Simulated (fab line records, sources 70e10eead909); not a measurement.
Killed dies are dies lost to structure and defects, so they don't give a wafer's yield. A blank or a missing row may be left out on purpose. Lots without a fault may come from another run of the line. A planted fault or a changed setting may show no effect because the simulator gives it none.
One fault seen from 2 desks | flow nand_harc | each desk has only its own numbers; what lay behind them comes last

THE TOOL OWNER'S DESK: arfi_scanner-03
The tool's own readings at NHARC_A_SLIT_EXPOSE_06 (exposes mask SLIT): means of the sampled wafers that have a number, for each lot that ran on this tool. A lot is out of limits, marked OUT, if its mean lies more than 4 standard deviations from the usual mean; the brackets give that distance.
Columns: A = exposure_dose_mJ_cm2 at NHARC_A_SLIT_EXPOSE_06, usual 60.80; B = reticle_temp_C at NHARC_A_SLIT_EXPOSE_06, usual 23.00 C
lot  | first seen here | A               | B
L737 | day 19 16:46    | 60.78           | 23.04
L738 | day 22 19:02    | 60.81           | 22.91
L750 | day 25 12:15    | 55.70 (-86) OUT | 23.07
L752 | day 25 20:08    | 56.75 (-69) OUT | 23.10
L751 | day 25 23:04    | 57.50 (-56) OUT | 22.98
This desk's finding: out of limits on L750, L751, L752; first on L750, day 25 12:15 (exposure_dose_mJ_cm2 at NHARC_A_SLIT_EXPOSE_06). In limits: L737, L738.

THE METROLOGY DESK
What the gauges read, lot by lot, whatever tool the lot ran on: means of the sampled wafers that have a number. A lot is out of limits, marked OUT, if its mean lies more than 4 standard deviations from the usual mean; the brackets give that distance.
Columns: A = cd_nm at NHARC_A_SLIT_CD_MEAS_09, usual 299.9 nm
lot  | first seen here | A
L737 | day 19 16:54    | 299.8
L739 | day 20 13:29    | 300.1
L740 | day 20 13:39    | 300.1
L738 | day 22 19:11    | 299.9
L750 | day 25 12:23    | 295.8 (-10) OUT
L752 | day 25 20:17    | 296.9 (-7.4) OUT
L753 | day 25 22:36    | 299.7
L751 | day 25 23:13    | 296.5 (-8.5) OUT
L754 | day 26 09:08    | 300.3
L758 | day 28 16:12    | 300.5
L759 | day 28 18:23    | 299.9
This desk's finding: out of limits on L750, L751, L752; first on L750, day 25 12:23 (cd_nm at NHARC_A_SLIT_CD_MEAS_09). In limits: L737, L739, L740, L738, L753, L754, L758, L759.

PUT TOGETHER
The tool owner's desk could have raised an alarm at day 25 12:15, on L750, L751, L752.
The metrology desk could have raised an alarm at day 25 12:23, on L750, L751, L752.
Of the lots named, all ran NHARC_A_SLIT_EXPOSE_06 on arfi_scanner-03.

WHAT THE SIMULATOR HAD PUT IN
Process parameter drift: arfi_scanner-03, from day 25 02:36 on, at NHARC_A_SLIT_EXPOSE_06. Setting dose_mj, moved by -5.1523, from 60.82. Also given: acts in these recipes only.
Lots struck among those shown: L750, L751, L752.
Hours from the fault's start to each desk's first reading out of limits: the tool owner's desk, 10; the metrology desk, 10.
